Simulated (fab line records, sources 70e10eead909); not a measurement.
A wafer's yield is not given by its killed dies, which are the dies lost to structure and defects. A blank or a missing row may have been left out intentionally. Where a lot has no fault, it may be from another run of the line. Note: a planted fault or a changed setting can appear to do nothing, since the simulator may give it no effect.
fab line records | flow nand_harc
[record] lots = 15 wafers = 42 last_day = 24
route steps=1159 shown A_STAIRCASE@746 A_SGD_CUT@747 END@1159
lots that met no fault: taken from a fault-free run of the same line
start_h: the number of hours between the record's first day and the start of the first shown wafer of the lot | wait_h: hours elapsed since this lot's preceding step | " same as the row above | L1.1+2: a row that stands for several wafers | - no value, or no start given | * or withheld: withheld | < > ~ a bound
route shown NAME@n: NAME is a module with steps in the file, n the number in the route of the first one | usual: mean/standard deviation taken from wafers without a fault | same: alike in all rows | chamber/n: place in a boat | sites: each site's reading | _std_site: their standard deviation | _edge_site: outer sites' mean less inner sites' | radius_mm: how far each site lies from the wafer's centre | mask NAME#n: copy n | behind: tool/chamber where the wafer was last shaped | hold: reason for holding the lot/hours on hold/outcome of the hold | device: transistor that didn't switch, given as n, p or np | end of line: tests of these same wafers at the route's end | for a step that has no rows: nothing shown but its recipe | killed: dies lost to structure and defects at the first sort, not the wafer's yield | map: dies across one wafer; x = killed, . = not, _ = none there
set.NAME: setting as actually run; set.NAME@STEP: the setting as run at that earlier step | model.NAME: the simulator's own value behind a step, which no gauge read
the route's steps for a sample of lots (tables are steps, rows are wafers)
services: when a tool's chamber went out of use (start_h, in hours from the record's first day, below 0 if earlier), for how many hours, and the reason
[[steps]]
[step NHARC_A_STAIRCASE_INSPECT_155]
[usual] raw_defect_count = 354/120
// columns lot.wafer tool chamber start_h wait_h raw_defect_count
L494.2 defect_inspect-02 - 319.52 0.1 253
L494.5 " - " " 289
L494.6 " - " " 251
L493.2 defect_inspect-02 - 319.80 0.1 479
L493.3 " - " " 604
L493.5 " - " " 407
L496.2 defect_inspect-01 - 331.23 0.1 395
L496.3 " - " " 353
L496.4 " - " " 563
L497.1 defect_inspect-01 - 331.36 0.1 626
L497.2 " - " " 503
L497.3 " - " " 520
L495.1 defect_inspect-02 - 331.40 0.1 254
L495.2 " - " " 306
L495.6 " - " " 271
L501.2 defect_inspect-02 - 361.62 0.1 475
L501.3 " - " " 363
L501.5 " - " " 417
L502.2 defect_inspect-01 - 362.08 0.1 385
L502.3 " - " " 491
L502.4 " - " " 352
L503.1 defect_inspect-02 - 372.53 0.1 225
L503.2 " - " " 221
L503.6 " - " " 153
L507.3 defect_inspect-02 - 385.19 0.1 254
L507.5 " - " " 173
L509.1 defect_inspect-02 - 407.61 0.1 370
L509.5 " - " " 283
L513.2 defect_inspect-02 - 419.50 0.1 345
L513.3 " - " " 352
L513.6 " - " " 469
L511.1 defect_inspect-01 - 423.18 0.1 210
L511.2 " - " " 289
L516.1 defect_inspect-02 - 442.46 0.1 294
L516.2 " - " " 252
L516.4 " - " " 327
L515.2 defect_inspect-01 - 442.63 0.1 239
L515.3 " - " " 258
L515.6 " - " " 404
L514.1 defect_inspect-02 - 443.92 0.1 273
L514.2 " - " " 277
L514.5 " - " " 339
[step NHARC_A_SGD_CUT_DEP_00]
[recipe] target_thk_a = 500 temp_c = 400 target_thk_nm = 50 flow_sccm = 200 rf_w = 450 material = SiNx
[usual] heater_power_w = 738/80
// columns lot.wafer tool chamber start_h wait_h heater_power_w
L494.2 pecvd-02 1 319.64 0.1 788
L494.5 " 0 " " 827
L494.6 " 1 " " 810
L493.2 pecvd-04 0 320.04 0.2 653
L493.3 " 1 " " 771
L493.5 " 1 " " 776
L496.2 pecvd-02 2 331.32 0.1 760
L496.3 " 0 " " 818
L496.4 " 2 " " 782
L497.2 pecvd-03 1 331.43 0.1 759
L497.1 " 2 " " 719
L497.3 " 0 " " 672
L495.1 pecvd-04 2 331.56 0.2 671
L495.2 " 0 " " 657
L495.6 " 1 " " 679
L501.2 pecvd-03 0 361.69 0.1 676
L501.3 " 1 " " 830
L501.5 " 1 " " 836
L502.2 pecvd-04 1 362.18 0.1 819
L502.3 " 2 " " 752
L502.4 " 0 " " 542
L503.2 pecvd-04 1 372.60 0.1 719
L503.1 " 0 " " 660
L503.6 " 2 " " 777
L507.3 pecvd-03 1 385.64 0.5 734
L507.5 " 2 " " 663
L509.1 pecvd-04 1 407.76 0.2 744
L509.5 " 0 " " 538
L513.3 pecvd-03 2 419.56 0.1 637
L513.2 " 0 " " 715
L513.6 " 1 " " 712
L511.2 pecvd-03 0 423.27 0.1 698
L511.1 " 1 " " 765
L516.2 pecvd-02 0 442.53 0.1 922
L516.1 " 1 " " 831
L516.4 " 2 " " 694
L515.3 pecvd-03 1 442.70 0.1 810
L515.2 " 0 " " 742
L515.6 " 1 " " 828
L514.2 pecvd-02 1 443.99 0.1 826
L514.1 " 2 " " 737
L514.5 " 1 " " 828
[step NHARC_A_SGD_CUT_INSPECT_11]
[usual] raw_defect_count = 17/9.5
// columns lot.wafer tool chamber start_h wait_h raw_defect_count
L494.2 defect_inspect-01 - 320.30 0.0 18
L494.5 " - " " 14
L494.6 " - " " 15
L493.2 defect_inspect-02 - 320.89 0.0 5
L493.3 " - " " 5
L493.5 " - " " 8
L496.2 defect_inspect-02 - 332.14 0.0 2
L496.3 " - " " 1
L496.4 " - " " 13
L497.1 defect_inspect-02 - 332.29 0.0 15
L497.2 " - " " 19
L497.3 " - " " 14
L495.1 defect_inspect-02 - 332.46 0.0 17
L495.2 " - " " 17
L495.6 " - " " 24
L501.2 defect_inspect-02 - 362.41 0.0 21
L501.3 " - " " 20
L501.5 " - " " 21
L502.2 defect_inspect-02 - 363.00 0.0 11
L502.3 " - " " 7
L502.4 " - " " 10
L503.1 defect_inspect-02 - 373.32 0.0 22
L503.2 " - " " 20
L503.6 " - " " 25
L507.3 defect_inspect-01 - 386.34 0.0 9
L507.5 " - " " 12
L509.1 defect_inspect-02 - 408.43 0.0 21
L509.5 " - " " 14
L513.2 defect_inspect-02 - 420.29 0.0 38
L513.3 " - " " 29
L513.6 " - " " 28
L511.1 defect_inspect-02 - 424.09 0.0 10
L511.2 " - " " 10
L516.1 defect_inspect-02 - 443.38 0.0 16
L516.2 " - " " 18
L516.4 " - " " 15
L515.2 defect_inspect-01 - 443.54 0.0 8
L515.3 " - " " 21
L515.6 " - " " 17
L514.1 defect_inspect-02 - 444.85 0.0 23
L514.2 " - " " 18
L514.5 " - " " 14
[step NHARC_A_SGD_CUT_ETCH_59]
[recipe] target_depth_a = 2600 over_etch_frac = 0.25 time_s = 406.25 ion_energy_ev = 200 n2_flow_sccm = 150 h2_flow_sccm = 150 ar_flow_sccm = 0 rf_w = 400 bias_w = 150 chemistry = N2/H2
[usual] drypump_motor_current_A = 5.9/0.53 oes_product_au = 1.000/0.0073 rf_vpp_V = 431.0/2.3 showerhead_plenum_p_Torr = 2.06/0.079 throttle_valve_pct = 14.171/0.0092
// columns lot.wafer tool chamber start_h wait_h drypump_motor_current_A oes_product_au rf_hours_counter_h rf_vpp_V showerhead_plenum_p_Torr throttle_valve_pct
L494.2 rie_diel-06 0 320.57 - 5.9 0.998 6 428.2 1.93 14.167
L494.6 " 0 " " 5.9 0.989 - 426.5 1.93 14.175
L494.5 " 1 " " 5.5 0.996 - 430.0 2.03 14.171
L493.2 rie_diel-06 2 321.25 - 6.3 0.991 7 432.9 2.13 14.191
L493.3 " 0 " " 5.9 0.992 6 427.6 1.93 14.158
L493.5 " 1 " " 5.5 0.996 - 431.4 2.03 14.178
L496.3 rie_diel-11 2 332.38 - 6.0 1.001 16 435.9 2.15 14.162
L496.4 " 0 " " 6.4 0.989 16 427.4 1.96 14.176
L496.2 " 1 " " 6.5 0.999 17 431.9 2.06 14.178
L497.3 rie_diel-01 0 332.53 - 6.5 1.006 1 433.0 2.10 14.186
L497.1 " 2 " " 4.9 1.009 1 434.8 2.16 14.167
L497.2 " 3 " " 6.6 1.010 1 432.0 2.08 14.167
L495.2 rie_diel-06 1 332.72 - 5.4 0.999 8 429.4 2.03 14.182
L495.1 " 0 " " 5.9 1.009 7 428.5 1.93 14.176
L495.6 " 0 " " 5.9 1.001 - 428.0 1.93 14.167
L501.3 rie_diel-01 0 362.68 - 6.5 0.992 3 433.1 2.10 14.168
L501.2 " 1 " " 5.9 1.006 3 434.4 2.14 14.168
L501.5 " 3 " " 6.6 1.009 - 431.7 2.08 14.180
L502.3 rie_diel-11 3 363.23 - 5.4 0.997 19 429.5 1.99 14.179
L502.2 " 1 " " 6.6 0.986 20 433.1 2.06 14.177
L502.4 " 2 " " 6.0 0.990 20 433.0 2.15 14.167
L503.2 rie_diel-01 0 373.56 - 6.5 0.993 4 432.6 2.10 14.187
L503.1 " 3 " " 6.7 1.006 4 431.5 2.08 14.169
L503.6 " 1 " " 5.9 1.005 - 432.9 2.14 14.173
L507.3 rie_diel-01 2 386.61 - 4.9 1.008 5 433.0 2.16 14.183
L507.5 " 1 " " 5.9 0.875 - 432.9 2.14 14.156
L509.1 rie_diel-01 2 408.70 - 4.9 0.994 7 433.9 2.16 14.174
L509.5 " 2 " " 4.9 0.864 - 434.6 2.16 14.163
L513.3 rie_diel-11 2 420.56 - 6.0 1.001 5 433.0 2.15 14.163
L513.2 " 0 " " 6.4 1.002 6 426.9 1.95 14.188
L513.6 " 2 " " 6.0 0.993 - 432.4 2.15 14.168
L511.1 rie_diel-01 0 424.39 - 6.5 1.002 9 431.1 2.10 14.187
L511.2 " 1 " " 5.9 0.869 9 434.0 2.14 14.177
L516.1 rie_diel-06 2 443.61 - 6.4 0.997 1 434.2 2.13 14.175
L516.4 " 3 " " 5.4 0.993 1 430.5 2.03 14.164
L516.2 " 0 " " 5.9 0.995 1 426.3 1.93 14.168
L515.2 rie_diel-11 1 443.81 - 6.6 1.010 7 432.2 2.06 14.180
L515.3 " 3 " " 5.3 0.998 8 429.8 1.99 14.172
L515.6 " 0 " " 6.4 0.993 - 429.7 1.95 14.175
L514.1 rie_diel-11 0 445.08 - 6.4 0.994 9 429.0 1.95 14.182
L514.2 " 3 " " 5.4 1.005 8 428.5 1.99 14.166
L514.5 " 0 " " 6.4 0.989 - 427.1 1.95 14.156
[step NHARC_END_SORT_01]
[recipe] temp_c = 25
[usual] killed_at_array = 29/12 killed_at_other = 0.7/1 killed_at_periphery = 4/3.2 killed_dies = 34/12 killed_open = 3.4/2 killed_short = 1.8/1.3
[same] gross_dies = 677
// columns lot.wafer tool chamber start_h wait_h killed_at_array killed_at_other killed_at_periphery killed_dies killed_open killed_short
L509.1 prober-01 0 552.36 2.6 29 0 16 45 4 4
L509.5 prober-01 0 555.53 3.7 202 1 13 216 2 0
L511.1 prober-01 0 566.16 2.5 16 3 2 21 4 1
L511.2 prober-01 0 566.97 2.8 180 2 2 184 3 4
// killed by level:class
L509.1 A_CONTACT:chamber_film_flake=11 P_CONTACT:chamber_film_flake=9 A_STAIRCASE:chamber_film_flake=7 P_ZERO_WELL:chamber_film_flake=4 A_CHANNEL_HOLE_D1:chamber_film_flake=4 P_CONTACT:geometric_particle:open=2 A_WL_FILL:geometric_particle:short=2 A_ZERO_WELL:chamber_film_flake=2
L509.5 A_SGD_CUT:area_etch=179 A_STAIRCASE:chamber_film_flake=9 A_CONTACT:chamber_film_flake=8 P_ZERO_WELL:chamber_film_flake=7 P_CONTACT:chamber_film_flake=6 A_CHANNEL_HOLE_D1:chamber_film_flake=4 A_ONON_D1:geometric_particle:open=1 A_CHANNEL_FILL_D1:geometric_particle:open=1
L511.1 A_CHANNEL_HOLE_D1:chamber_film_flake=5 A_CONTACT:chamber_film_flake=5 THIN_TSV:chamber_film_flake=3 A_CONTACT:geometric_particle:open=2 P_M0:geometric_particle:open=1 A_WL_FILL:geometric_particle:open=1 A_CONTACT:geometric_particle:short=1 P_CONTACT:chamber_film_flake=1
L511.2 A_SGD_CUT:area_etch=162 A_CHANNEL_HOLE_D1:chamber_film_flake=8 A_CONTACT:chamber_film_flake=3 A_CHANNEL_HOLE_D1:geometric_particle:short=2 THIN_TSV:chamber_film_flake=2 A_CHANNEL_FILL_D1:geometric_particle:short=1 A_CHANNEL_FILL_D1:geometric_particle:open=1 A_SGD_CUT:geometric_particle:short=1
[[services]]
// columns tool chamber start_h hours kind
rie_diel-06 - 296.06 0.5 repair
rie_diel-11 0 296.56 - clean
rie_diel-11 1 296.56 - clean
rie_diel-11 2 296.56 - clean
rie_diel-11 3 296.56 - clean
pecvd-03 0 305.49 - clean
pecvd-03 1 305.49 - clean
pecvd-03 2 305.49 - clean
pecvd-03 2 310.87 12.3 repair
rie_diel-01 - 314.94 9.0 pm
rie_diel-01 0 314.94 9.0 vent_cycle
rie_diel-01 1 314.94 9.0 vent_cycle
rie_diel-01 2 314.94 9.0 vent_cycle
rie_diel-01 3 314.94 9.0 vent_cycle
rie_diel-11 0 321.15 - clean
pecvd-02 - 334.40 13.0 pm
pecvd-03 - 334.93 1.5 repair
pecvd-03 0 347.50 4.0 repair
rie_diel-11 - 366.56 9.0 pm
rie_diel-06 2 373.06 2.2 repair
pecvd-04 - 376.49 13.0 pm
pecvd-04 2 414.33 10.2 repair
rie_diel-06 - 418.20 9.0 pm
rie_diel-01 3 444.44 8.8 repair
[[key]]
[first_sign] step = NHARC_A_SGD_CUT_ETCH_59 reading = oes_product_au direction = down sigmas = 18 usual = 1.000 struck = 0.869
[effect] step = NHARC_END_SORT_01 reading = killed_dies direction = up sigmas = 14 usual = 34 struck = 200
[more_kills_born_at] NHARC_A_SGD_CUT_ETCH_59@rie_diel-01 = 341
met_at NHARC_A_SGD_CUT_ETCH_59
struck_lots L507,L509,L511
struck_wafers L507.5,L509.5,L511.2
sort_left_out L507.5
tester_left_out L507,L509,L511
not_acting_at NHARC_A_STAIRCASE_INSPECT_155,NHARC_A_SGD_CUT_DEP_00,NHARC_A_SGD_CUT_INSPECT_11
onset_between 373.56 386.61
[fault] kind = process_parameter_drift tool = rie_diel-01 chamber = - onset_h = 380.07 steps = NHARC_A_SGD_CUT_ETCH_59 channel = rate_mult offset = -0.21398 shape = step end_h = 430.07 scope = struck_wafers_only
// tester_left_out: of these lots the tester's yield and bins aren't shown, on N5 and GAA mostly nor the transistor test; their killed dies are dies lost to structure and defects alone, not to doping, threshold or leakage, so they don't give the yield
// sort_left_out: the simulated sort isn't trusted on such a fault, so these wafers' sort isn't shown, and their yield isn't known
